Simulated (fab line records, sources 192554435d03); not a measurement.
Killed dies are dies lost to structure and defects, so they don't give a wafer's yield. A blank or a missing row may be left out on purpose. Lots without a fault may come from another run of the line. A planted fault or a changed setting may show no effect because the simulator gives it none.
fab line records | flow n5_finfet
record lots=7 wafers=21
route steps=1938 shown BEOL_M0_SAQP@676 BEOL_M2@879 BEOL_M3@980 BEOL_M4@1064 BEOL_M5@1191 BEOL_M6@1198
start_h: hours from the record's first day to the start of the lot's first wafer shown | wait_h: hours since the lot's step before | " the same as in the row above | L1.1+2: a row that stands for several wafers | - no value, or no start given | * or withheld: withheld | < > ~ a bound
route shown NAME@n: a module of which the file shows steps, and the number in the route of the first | usual: mean/standard deviation of fault-free wafers | same: alike in all rows | chamber/n: place in a boat | sites: the reading at each site | _std_site: their standard deviation | _edge_site: outer sites' mean less inner sites' | radius_mm: how far each site lies from the wafer's centre | mask NAME#n: copy n | behind: the tool/chamber that last shaped the wafer | hold: why the lot was held/for how many hours/how that ended | device: the transistor (n, p or np) that didn't switch | end of line: the same wafers' tests at the end of the route | a step without rows: its recipe alone | killed: dies lost to structure and defects at the first sort, not the wafer's yield | map: a wafer's dies, x killed, . not, _ none there
set.NAME: the setting as run; set.NAME@STEP: as run at that earlier step | model.NAME: the simulator's own value behind a step, which no gauge read
lots whose settings were changed on purpose; a table a step, a row a wafer
## steps
# step N5_BEOL_M0_SAQP_SPACER2_ALD_26
# recipe material=SiO2 target_thk_a=150 temp_c=300 ald_precursor_family=BDEAS ald_co_reactant=O2-plasma pulse_time_s=1 purge_time_s=2 co_reactant_purge_time_s=2 pressure_torr=2
# columns lot.wafer tool chamber start_h wait_h set.target_thk_a model.SiO2_of_BEOL_M0_SAQP_SPACER2_ALD_26.thk_nm
L075.1 ald_sin-02 1 113.42 0.1 143.9 14.4
L075.5+6 " 3,2 " " 150 15
L078.3+5 ald_sin-03 0,3 135.84 0.1 143.6 14.4
L078.6 " 0 " " 150 15
L079.2+4 ald_sin-04 3,2 140.76 0.1 150 15
L079.6 " 0 " " 168.5 16.8
L085.1+2 ald_sin-02 1,2 189.11 2.2 169.5 16.8
L085.3 " 0 " " 150 15
L091.3+4+5 ald_sin-02 1,3,1 218.88 0.1 150 15
L092.2+3+5 ald_sin-03 2,1,2 224.40 0.1 150 15
L093.3 ald_sin-02 0 230.50 0.1 163.8 16.2
L093.4+5 " 1,2 " " 163.8 16.4
# step N5_BEOL_M0_SAQP_SPACER2_ETCHBACK_27
# recipe chemistry=CHF3/O2 mode=anisotropic_etchback target=SiO2 target_depth_a=225 time_s=11.25 pressure_mtorr=30 source_w=650 bias_w=170 Ar_flow_sccm=200 CHF3_flow_sccm=50 O2_flow_sccm=5 ion_energy_ev=200
# step N5_BEOL_M0_SAQP_MANDREL2_REMOVE_110
# recipe chemistry=HBr/Cl2/O2 bt_time_s=10 target=a-Si stop_on=SiCN endpoint=OES-SiCl over_etch_frac=1 icp_w=600 bias_w=30 HBr_flow_sccm=150 Cl2_flow_sccm=80 O2_flow_sccm=5 pressure_mtorr=10
# columns lot.wafer tool chamber start_h wait_h set.target_thk_a@BEOL_M0_SAQP_SPACER2_ALD_26 model.BEOL_M0_SAQP.cd_nm model.SiO2_of_BEOL_M0_SAQP_SPACER2_ALD_26.thk_nm
L075.1 rie_si-06 2 114.06 0.1 143.9 14.4 10
L075.5 " 3 " " 150 15 10.6
L075.6 " 2 " " 150 14.8 10.4
L078.3 rie_si-02 1 136.51 0.1 143.6 14.2 10
L078.5 " 3 " " 143.6 14.6 10
L078.6 " 0 " " 150 14.8 10.6
L079.2+4 rie_si-06 0,3 141.40 0.1 150 15 10.6
L079.6 " 1 " " 168.5 16.8 12.4
L085.1 rie_si-05 3 189.75 0.1 169.5 16.8 12.4
L085.2 " 0 " " 169.5 17 12.4
L085.3 " 2 " " 150 15.2 10.4
L091.3+5 rie_si-02 1 219.52 0.1 150 14.8 10.6
L091.4 " 2 " " 150 15 10.6
L092.2+3+5 rie_si-06 3,2,3 225.04 0.1 150 15 10.6
L093.3 rie_si-02 3 231.22 0.1 163.8 16.4 11.8
L093.4+5 " 2,1 " " 163.8 16.2 12
# step N5_BEOL_M0_SAQP_CD_MEAS_29
# recipe target_cd_nm=14.4 landing_energy_ev=1000 detector=se_inlens
# usual cd_nm=14.98/0.23
# columns lot.wafer tool chamber start_h wait_h set.target_thk_a@BEOL_M0_SAQP_SPACER2_ALD_26 cd_nm
L075.1 cd_sem-02 0 114.17 0.1 143.9 14.04
L075.5 " 0 " " 150 15.35
L075.6 " 0 " " 150 14.84
L078.3 cd_sem-03 0 136.62 0.1 143.6 14.22
L078.5 " 0 " " 143.6 14.69
L078.6 " 0 " " 150 15.09
L079.2 cd_sem-01 0 141.51 0.1 150 14.67
L079.4 " 0 " " 150 14.98
L079.6 " 0 " " 168.5 16.62
L085.1 cd_sem-01 0 189.86 0.1 169.5 16.61
L085.2 " 0 " " 169.5 16.65
L085.3 " 0 " " 150 15.04
L091.3 cd_sem-03 0 219.63 0.1 150 14.92
L091.4 " 0 " " 150 14.97
L091.5 " 0 " " 150 14.72
L092.2 cd_sem-02 0 225.15 0.1 150 14.71
L092.3 " 0 " " 150 14.86
L092.5 " 0 " " 150 14.68
L093.3 cd_sem-02 0 231.34 0.1 163.8 16.34
L093.4 " 0 " " 163.8 16.48
L093.5 " 0 " " 163.8 16.19
# step N5_BEOL_M2_DESCUM_33
# recipe chemistry=O2 time_s=7 source_power_w=50 bias_power_w=20 pressure_mtorr=20 rf_frequency_hz=2.712e+07 temp_c=40 resist=CAR-EUV o2_flow_sccm=225
# columns lot.wafer tool chamber start_h wait_h set.time_s model.CAR-EUV_of_BEOL_M2_COAT_22.thk_nm
L075.1 rie_diel-06 3 132.65 0.1 7 26
L075.5+6 " 1,0 " " 7.451 25.6
L078.3+5+6 rie_diel-05 0,3,2 156.18 0.0 7 26
L079.2+6 rie_diel-05 1,2 161.83 0.0 6.056 26.6
L079.4 " 2 " " 7 26.2
L085.1+2 rie_diel-02 3,1 211.57 0.6 6.003 26.6
L085.3 " 0 " " 7 26
L091.3+5 rie_diel-05 2,0 238.80 0.1 8.451 25.4
L091.4 " 1 " " 7 26
L092.2+3+5 rie_diel-02 1,2,0 243.77 0.2 7 26
L093.3+4 rie_diel-06 3,0 253.22 0.3 7 26
L093.5 " 1 " " 5.622 26.8
# step N5_BEOL_M2_ETCH_77
# recipe chemistry=N2/H2 target=underlayer target_depth_a=65 mask_material=CAR-EUV time_s=5.2 ion_energy_ev=200 pressure_mtorr=30 source_w=840 bias_w=150 n2_flow_sccm=200 h2_flow_sccm=200 ends=cleared
# columns lot.wafer tool chamber start_h wait_h set.time_s@BEOL_M2_DESCUM_33 model.CAR-EUV_of_BEOL_M2_COAT_22.thk_nm
L075.1 rie_diel-06 3 132.68 0.0 7 20.2
L075.5 " 1 " " 7.451 19.8
L075.6 " 0 " " 7.451 20
L078.3+5+6 rie_diel-05 0,3,2 156.22 0.0 7 20.4
L079.2 rie_diel-05 1 161.87 0.0 6.056 20.8
L079.4 " 2 " " 7 20.4
L079.6 " 2 " " 6.056 21
L085.1 rie_diel-02 3 211.61 0.0 6.003 20.8
L085.2 " 1 " " 6.003 21
L085.3 " 0 " " 7 20.4
L091.3+5 rie_diel-05 2,0 238.84 0.0 8.451 19.6
L091.4 " 1 " " 7 20.2
L092.2+3 rie_diel-02 1,2 243.80 0.0 7 20.4
L092.5 " 0 " " 7 20.2
L093.3+4 rie_diel-06 3,0 253.25 0.0 7 20.4
L093.5 " 1 " " 5.622 21
# step N5_BEOL_M2_ETCH_69
# recipe chemistry=CF4 target=SiARC target_depth_a=156 mask_material=CAR-EUV time_s=26 ion_energy_ev=80 pressure_mtorr=40 source_w=545 bias_w=36 Ar_flow_sccm=100 cf4_flow_sccm=100 ends=cleared
# columns lot.wafer tool chamber start_h wait_h set.time_s@BEOL_M2_DESCUM_33 model.CAR-EUV_of_BEOL_M2_COAT_22.thk_nm
L075.1 rie_diel-06 3 132.70 0.0 7 11
L075.5 " 1 " " 7.451 10.6
L075.6 " 0 " " 7.451 10.8
L078.3+5+6 rie_diel-05 0,3,2 156.23 0.0 7 11.2
L079.2 rie_diel-05 1 161.88 0.0 6.056 11.6
L079.4 " 2 " " 7 11.2
L079.6 " 2 " " 6.056 11.8
L085.1+2 rie_diel-02 3,1 211.62 0.0 6.003 11.6
L085.3 " 0 " " 7 11.2
L091.3+5 rie_diel-05 2,0 238.85 0.0 8.451 10.4
L091.4 " 1 " " 7 11
L092.2+3 rie_diel-02 1,2 243.82 0.0 7 11.2
L092.5 " 0 " " 7 11
L093.3+4 rie_diel-06 3,0 253.27 0.0 7 11.2
L093.5 " 1 " " 5.622 12
# step N5_BEOL_M2_TRENCH_ETCH_37
# recipe chemistry=C4F6/O2 target_depth_a=555.55 target=SiOC time_s=29.2 ion_energy_ev=250 pressure_mtorr=30 source_w=355 bias_w=185 Ar_flow_sccm=300 C4F6_flow_sccm=10 O2_flow_sccm=10
# columns lot.wafer tool chamber start_h wait_h set.time_s model.BEOL_M2.feature_depth_nm model.etch.depth_nm
L075.1 rie_diel-06 0 - - 29.2 56.8 56.82
L075.5 " 1 " " 27.21 51.2 51.17
L075.6 " 2 " " 29.2 55.6 55.67
L078.3 rie_diel-02 0 - - 32.53 63 63.01
L078.5 " 0 " " 29.2 56.6 56.53
L078.6 " 3 " " 29.2 56 56.05
L079.2 rie_diel-02 2 - - 29.2 54.2 54.13
L079.4 " 1 " " 26.49 50 50.04
L079.6 " 3 " " 26.49 50.8 50.87
L085.1 rie_diel-05 2 - - 29.2 53.2 53.18
L085.2 " 0 " " 26.74 49.4 49.41
L085.3 " 1 " " 29.2 55.4 55.31
L091.3 rie_diel-02 1 - - 29.2 54.8 54.82
L091.4 " 2 " " 27.02 50.6 50.6
L091.5 " 3 " " 27.02 51.8 51.86
L092.2 rie_diel-05 2 - - 29.2 53.2 53.13
L092.3 " 3 " " 29.2 54 54.04
L092.5 " 0 " " 29.2 53.6 53.54
L093.3 rie_diel-05 3 - - 29.2 53.8 53.8
L093.4 " 0 " " 35.45 65.6 65.52
L093.5 " 1 " " 29.2 54.8 54.83
# step N5_BEOL_M2_ETCH_41
# recipe chemistry=CH3F/O2 target=SiCN target_depth_a=299 taper_deg=2 time_s=52.5 ion_energy_ev=120 mask_material=TiN pressure_mtorr=30 source_w=395 bias_w=75 Ar_flow_sccm=150 CH3F_flow_sccm=30 O2_flow_sccm=20
# step N5_BEOL_M2_STRIP_97
# recipe chemistry=N2/H2 time_s=10 power_w=450 temp_c=40 pressure_mtorr=20 rf_frequency_hz=6e+07 bias_power_w=7 n2_flow_sccm=200 h2_flow_sccm=200
# step N5_BEOL_M2_OCD_MEAS_38
# usual trench_depth_nm=54.9/1.1
# columns lot.wafer tool chamber start_h wait_h set.time_s@BEOL_M2_TRENCH_ETCH_37 trench_depth_nm
L075.1 ocd-02 - 138.59 - 29.2 56.7
L075.5 " - " " 27.21 51.2
L075.6 " - " " 29.2 55.5
L078.3 ocd-01 - 159.43 - 32.53 62.9
L078.5 " - " " 29.2 56.9
L078.6 " - " " 29.2 56.1
L079.2 ocd-01 - 164.53 - 29.2 54.5
L079.4 " - " " 26.49 49.8
L079.6 " - " " 26.49 50.8
L085.1 ocd-01 - 214.10 - 29.2 52.9
L085.2 " - " " 26.74 49.0
L085.3 " - " " 29.2 55.7
L091.3 ocd-02 - 243.80 - 29.2 54.3
L091.4 " - " " 27.02 50.9
L091.5 " - " " 27.02 52.5
L092.2 ocd-02 - 251.37 - 29.2 53.2
L092.3 " - " " 29.2 53.8
L092.5 " - " " 29.2 53.1
L093.3 ocd-01 - 258.40 - 29.2 53.7
L093.4 " - " " 35.45 65.3
L093.5 " - " " 29.2 54.3
# step N5_BEOL_M2_SPUTTER_96
# recipe material=Cu target_thk_a=45 temp_c=-20 chamber_pressure_pa=0.07 power_w=withheld time_s=8.29
# columns lot.wafer tool chamber start_h wait_h set.time_s
L075.1+6 pvd_sputter-03 - 141.24 0.1 8.29
L075.5 " - " " 7.623
L079.2+4+6 pvd_sputter-03 - 167.35 0.1 8.29
L078.3+5+6 pvd_sputter-02 - 175.09 0.1 8.29
L085.1+2+3 pvd_sputter-01 - 216.67 0.1 8.29
L091.3+4 pvd_sputter-01 - 247.31 0.1 8.29
L091.5 " - " " 9.514
L092.2+3+5 pvd_sputter-03 - 254.40 0.1 8.29
L093.3+4+5 pvd_sputter-01 - 261.95 0.1 8.29
# step N5_BEOL_M2_ECD_50
# recipe material=Cu target_thk_a=3000
# step N5_BEOL_M2_ANNEAL_51
# recipe temp_c=225 time_s=90 ambient=N2
# step N5_BEOL_M2_CMP_52
# recipe stop_on=SiOC t_overpolish_s=6.8 down_force_psi=1 platen_rpm=50 clearing_platen_down_force_psi=1.5 clearing_platen_rpm=50 post_cmp_clean=cu_alkaline target_thk_nm=40 clearing_platen_pad_velocity_m_s=0.99484 pad_velocity_m_s=0.99484
# columns lot.wafer tool chamber start_h wait_h set.time_s@BEOL_M2_TRENCH_ETCH_37 model.Cu_of_BEOL_M2_ECD_50.thk_nm
L075.1+6 cmp-02 0,3 141.91 0.3 29.2 39.8
L075.5 " 2 " " 27.21 -
L079.4 cmp-02 3 167.84 0.1 26.49 32.6
L079.2 " 0 " " 29.2 35.4
L079.6 " 0 " " 26.49 32.8
L078.3 cmp-03 3 175.74 0.2 32.53 47.2
L078.5+6 " 3,0 " " 29.2 -
L085.3 cmp-01 3 217.28 0.2 29.2 41.4
L085.2 " 0 " " 26.74 34
L085.1 " 1 " " 29.2 38.6
L091.3 cmp-03 1 247.83 0.2 29.2 39.8
L091.4 " 0 " " 27.02 35.4
L091.5 " 1 " " 27.02 -
L092.2+3 cmp-03 0,2 255.16 0.4 29.2 36.2
L092.5 " 0 " " 29.2 37.6
L093.4 cmp-02 1 262.45 0.1 35.45 50.2
L093.3 " 2 " " 29.2 37.6
L093.5 " 2 " " 29.2 38.8
# step N5_BEOL_M2_PRE_CLEAN_60
# recipe gas=NH3/H2 time_s=15 temp_c=* rf_power_w=300
# step N5_BEOL_M2_PRE_CLEAN_56
# recipe gas=NH3 time_s=15 temp_c=withheld rf_power_w=300
# step N5_BEOL_M2_DEP_57
# recipe material=SiCN target_thk_a=80 temp_c=withheld precursor=3MS/NH3 pressure_torr=3 rf_w=202 time_s=14
# step N5_BEOL_M2_RS_MEAS_58
# recipe thk_meas_gauge=four-point-probe reads=Co_of_BEOL_M2_CO_CAP_55+Cu_of_BEOL_M2_ECD_50+Co_of_BEOL_M2_CVD_47+TaN_of_BEOL_M2_ALD_84
# usual M2_RS=0.68/0.037
# columns lot.wafer tool chamber start_h wait_h set.time_s@BEOL_M2_TRENCH_ETCH_37 M2_RS[ohm/sq]
L075.1 film_metro-01 - 142.39 0.0 29.2 0.67
L075.5 " - " " 27.21 0.77
L075.6 " - " " 29.2 0.67
L079.2 film_metro-01 - 168.40 0.1 29.2 0.78
L079.4 " - " " 26.49 0.87
L079.6 " - " " 26.49 0.86
L078.3 film_metro-01 - 176.29 0.1 32.53 0.54
L078.5 " - " " 29.2 0.66
L078.6 " - " " 29.2 0.71
L085.1 film_metro-01 - 217.84 0.0 29.2 0.70
L085.2 " - " " 26.74 0.83
L085.3 " - " " 29.2 0.64
L091.3 film_metro-01 - 248.38 0.1 29.2 0.68
L091.4 " - " " 27.02 0.78
L091.5 " - " " 27.02 0.76
L092.2 film_metro-01 - 255.72 0.1 29.2 0.76
L092.3 " - " " 29.2 0.76
L092.5 " - " " 29.2 0.72
L093.3 film_metro-01 - 263.00 0.1 29.2 0.73
L093.4 " - " " 35.45 0.50
L093.5 " - " " 29.2 0.70
# step N5_BEOL_M3_TRENCH_ETCH_37
# recipe chemistry=C4F6/O2 target_depth_a=555.55 target=SiOC time_s=29.2 ion_energy_ev=250 pressure_mtorr=30 source_w=355 bias_w=185 Ar_flow_sccm=300 C4F6_flow_sccm=10 O2_flow_sccm=10
# usual rf_vpp_V=663/14
# columns lot.wafer tool chamber start_h wait_h set.source_w rf_vpp_V model.etch.depth_nm model.BEOL_M3.feature_depth_nm
L075.1 rie_diel-01 1 - - 355 647 56.14 56.2
L075.5 " 2 " " 355 670 54.96 55
L075.6 " 1 " " 415.2 597 59.98 60
L079.2 rie_diel-03 0 - - 355 652 54.27 54.2
L079.4 " 3 " " 355 647 54.03 54
L079.6 " 0 " " 291.9 723 50.47 50.4
L078.3 rie_diel-01 0 - - 355 658 53.76 53.8
L078.5 " 1 " " 355 647 55.27 55.2
L078.6 " 2 " " 384.4 643 56.18 56.2
L085.1 rie_diel-04 0 - - 394.8 630 57.15 57.2
L085.2 " 3 " " 355 652 54.55 54.6
L085.3 " 1 " " 355 653 55.49 55.4
L091.3 rie_diel-04 2 - - 355 671 54.28 54.2
L091.4 " 1 " " 323.3 683 52.48 52.4
L091.5 " 3 " " 323.3 682 52.93 53
L092.2 rie_diel-04 2 - - 355 670 54.55 54.6
L092.3 " 3 " " 355 652 54.96 55
L092.5 " 2 " " 355 670 54.38 54.4
L093.3 rie_diel-03 0 - - 355 653 56.91 57
L093.4 " 1 " " 355 675 56.46 56.4
L093.5 " 0 " " 355 654 56.86 56.8
# step N5_BEOL_M3_ETCH_41
# recipe chemistry=CH3F/O2 target=SiCN target_depth_a=299 taper_deg=2 time_s=52.5 ion_energy_ev=120 mask_material=TiN pressure_mtorr=30 source_w=395 bias_w=75 Ar_flow_sccm=150 CH3F_flow_sccm=30 O2_flow_sccm=20
# step N5_BEOL_M3_STRIP_97
# recipe chemistry=N2/H2 time_s=10 power_w=450 temp_c=40 pressure_mtorr=20 rf_frequency_hz=6e+07 bias_power_w=7 n2_flow_sccm=200 h2_flow_sccm=200
# step N5_BEOL_M3_OCD_MEAS_38
# usual trench_depth_nm=55.3/1.1
# columns lot.wafer tool chamber start_h wait_h set.source_w@BEOL_M3_TRENCH_ETCH_37 trench_depth_nm
L075.1 ocd-02 - 146.22 - 355 56.9
L075.5 " - " " 355 54.9
L075.6 " - " " 415.2 59.8
L079.2 ocd-01 - 177.55 - 355 54.0
L079.4 " - " " 355 54.1
L079.6 " - " " 291.9 50.1
L078.3 ocd-01 - 181.94 - 355 53.3
L078.5 " - " " 355 55.1
L078.6 " - " " 384.4 56.6
L085.1 ocd-01 - 222.66 - 394.8 57.2
L085.2 " - " " 355 54.4
L085.3 " - " " 355 55.7
L091.3 ocd-02 - 254.67 - 355 54.6
L091.4 " - " " 323.3 51.9
L091.5 " - " " 323.3 52.5
L092.2 ocd-01 - 264.02 - 355 54.8
L092.3 " - " " 355 55.0
L092.5 " - " " 355 54.2
L093.3 ocd-01 - 269.63 - 355 57.0
L093.4 " - " " 355 56.3
L093.5 " - " " 355 56.9
# step N5_BEOL_M4_ETCH_70
# recipe chemistry=N2/H2 target=SOC target_depth_a=800 overetch_a=240 mask_material=SiARC temp_c=40 time_s=130 ion_energy_ev=200 pressure_mtorr=30 source_w=840 bias_w=150 n2_flow_sccm=200 h2_flow_sccm=200
# usual rf_vpp_V=524.1/2.6
# columns lot.wafer tool chamber start_h wait_h set.bias_w rf_vpp_V model.SiARC_of_BEOL_M4_COAT_68.thk_nm
L075.1 rie_diel-05 1 158.71 0.0 150 523.8 6
L075.5 " 3 " " 137.5 494.4 6.6
L075.6 " 2 " " 150 524.9 6
L078.3 rie_diel-05 2 190.30 0.0 159.2 544.4 5.6
L078.5 " 0 " " 159.2 542.2 5.8
L078.6 " 3 " " 150 522.2 6
L079.2 rie_diel-06 0 191.45 0.0 168.1 567.2 4.8
L079.4 " 1 " " 150 524.3 6
L079.6 " 3 " " 168.1 565.4 5.2
L085.1 rie_diel-06 3 229.03 0.0 124.9 467.9 7.4
L085.2 " 0 " " 150 526.2 5.6
L085.3 " 2 " " 124.9 463.6 7.2
L091.3 rie_diel-06 0 263.74 0.0 150 528.2 5.6
L091.4 " 2 " " 150 519.7 6
L091.5 " 0 " " 150 526.8 5.6
L093.3 rie_diel-02 0 280.66 0.0 150 520.7 5.6
L093.4 " 0 " " 162.4 548.7 5
L093.5 " 3 " " 162.4 549.9 5.2
L092.2 rie_diel-02 2 284.69 0.0 150 527.0 5.6
L092.3 " 0 " " 150 520.0 5.6
L092.5 " 3 " " 150 524.8 6
# step N5_BEOL_M5_DEP_56
# recipe material=SiCN target_thk_a=80 temp_c=withheld precursor=3MS/NH3 pressure_torr=3 rf_w=202 time_s=14
# columns lot.wafer tool chamber start_h wait_h set.time_s model.SiCN_of_BEOL_M5_DEP_56.thk_nm
L075.1 pecvd-03 1 174.95 0.0 14 7.8
L075.5 " 0 " " 14 8.2
L075.6 " 1 " " 14 8
L078.3 pecvd-03 0 206.36 0.0 13.16 7.6
L078.5 " 0 " " 13.16 7.8
L078.6 " 1 " " 14 8
L079.2+4 pecvd-04 2 207.68 0.0 14 8
L079.6 " 0 " " 16.07 9.4
L085.1 pecvd-04 0 244.82 0.0 14 8
L085.2+3 " 1,2 " " 12.55 7.2
L091.3 pecvd-04 2 285.62 0.0 15.18 8.6
L091.4 " 1 " " 14 8
L091.5 " 0 " " 14 8.2
L093.3+4 pecvd-04 0 298.06 0.0 14 8.2
L093.5 " 1 " " 12.87 7.4
L092.2 pecvd-03 2 302.55 0.0 14 8
L092.3 " 0 " " 14 8.4
L092.5 " 2 " " 14 8.2
# step N5_BEOL_M6_HM_DEP_02
# recipe material=TiN target_thk_a=200 temp_c=25 chamber_pressure_pa=0.49996
# columns lot.wafer tool chamber start_h wait_h set.target_thk_a model.TiN_of_BEOL_M6_HM_DEP_02.thk_nm
L075.1 pvd_sputter-01 - 177.18 1.3 200 20.2
L075.5+6 " - " " 220.2 22.2
L078.3+6 pvd_sputter-02 - 207.18 0.0 200 20.2
L078.5 " - " " 200 20
L079.2 pvd_sputter-02 - 209.56 1.0 200 20.4
L079.4+6 " - " " 200 20
L085.1 pvd_sputter-02 - 246.58 1.0 223.1 22.4
L085.2 " - " " 200 20.4
L085.3 " - " " 223.1 22
L091.3 pvd_sputter-01 - 288.23 1.8 200 20.4
L091.4+5 " - " " 200 20.2
L093.3+5 pvd_sputter-02 - 299.85 1.0 200 20.4
L093.4 " - " " 200 20.6
L092.2+5 pvd_sputter-01 - 305.85 2.3 200 20.2
L092.3 " - " " 200 20
## key
split step=N5_BEOL_M0_SAQP_SPACER2_ALD_26 setting=target_thk_a stated=150 by=wafer
response step=N5_BEOL_M0_SAQP_SPACER2_ALD_26 reading=model.SiO2_of_BEOL_M0_SAQP_SPACER2_ALD_26.thk_nm change=+0.142 per=1% r=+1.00
response step=N5_BEOL_M0_SAQP_MANDREL2_REMOVE_110 reading=model.BEOL_M0_SAQP.cd_nm change=+0.135 per=1% r=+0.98
response step=N5_BEOL_M0_SAQP_MANDREL2_REMOVE_110 reading=model.SiO2_of_BEOL_M0_SAQP_SPACER2_ALD_26.thk_nm change=+0.148 per=1% r=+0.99
response step=N5_BEOL_M0_SAQP_CD_MEAS_29 reading=cd_nm change=+0.14 per=1% r=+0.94
split step=N5_BEOL_M2_DESCUM_33 setting=time_s stated=7 by=wafer
response step=N5_BEOL_M2_DESCUM_33 reading=model.CAR-EUV_of_BEOL_M2_COAT_22.thk_nm change=-0.036 per=1% r=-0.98
response step=N5_BEOL_M2_ETCH_77 reading=model.CAR-EUV_of_BEOL_M2_COAT_22.thk_nm change=-0.0322 per=1% r=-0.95
response step=N5_BEOL_M2_ETCH_69 reading=model.CAR-EUV_of_BEOL_M2_COAT_22.thk_nm change=-0.0342 per=1% r=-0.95
split step=N5_BEOL_M2_TRENCH_ETCH_37 setting=time_s stated=29.2 by=wafer
response step=N5_BEOL_M2_TRENCH_ETCH_37 reading=model.BEOL_M2.feature_depth_nm change=+0.538 per=1% r=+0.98
response step=N5_BEOL_M2_TRENCH_ETCH_37 reading=model.etch.depth_nm change=+0.534 per=1% r=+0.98
response step=N5_BEOL_M2_OCD_MEAS_38 reading=trench_depth_nm change=+0.531 per=1% r=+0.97
response step=N5_BEOL_M2_CMP_52 reading=model.Cu_of_BEOL_M2_ECD_50.thk_nm change=+0.543 per=1% r=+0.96
response step=N5_BEOL_M2_RS_MEAS_58 reading=M2_RS change=-0.0114 per=1% r=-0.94
split step=N5_BEOL_M2_SPUTTER_96 setting=time_s stated=8.29 by=wafer
response none clear
split step=N5_BEOL_M3_TRENCH_ETCH_37 setting=source_w stated=355 by=wafer
response step=N5_BEOL_M3_TRENCH_ETCH_37 reading=rf_vpp_V change=-3.18 per=1% r=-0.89
response step=N5_BEOL_M3_TRENCH_ETCH_37 reading=model.etch.depth_nm change=+0.219 per=1% r=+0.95
response step=N5_BEOL_M3_TRENCH_ETCH_37 reading=model.BEOL_M3.feature_depth_nm change=+0.219 per=1% r=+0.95
response step=N5_BEOL_M3_OCD_MEAS_38 reading=trench_depth_nm change=+0.23 per=1% r=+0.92
split step=N5_BEOL_M4_ETCH_70 setting=bias_w stated=150 by=wafer
response step=N5_BEOL_M4_ETCH_70 reading=rf_vpp_V change=+3.55 per=1% r=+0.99
response step=N5_BEOL_M4_ETCH_70 reading=model.SiARC_of_BEOL_M4_COAT_68.thk_nm change=-0.0857 per=1% r=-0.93
split step=N5_BEOL_M5_DEP_56 setting=time_s stated=14 by=wafer
response step=N5_BEOL_M5_DEP_56 reading=model.SiCN_of_BEOL_M5_DEP_56.thk_nm change=+0.0832 per=1% r=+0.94
split step=N5_BEOL_M6_HM_DEP_02 setting=target_thk_a stated=200 by=wafer
response step=N5_BEOL_M6_HM_DEP_02 reading=model.TiN_of_BEOL_M6_HM_DEP_02.thk_nm change=+0.174 per=1% r=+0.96
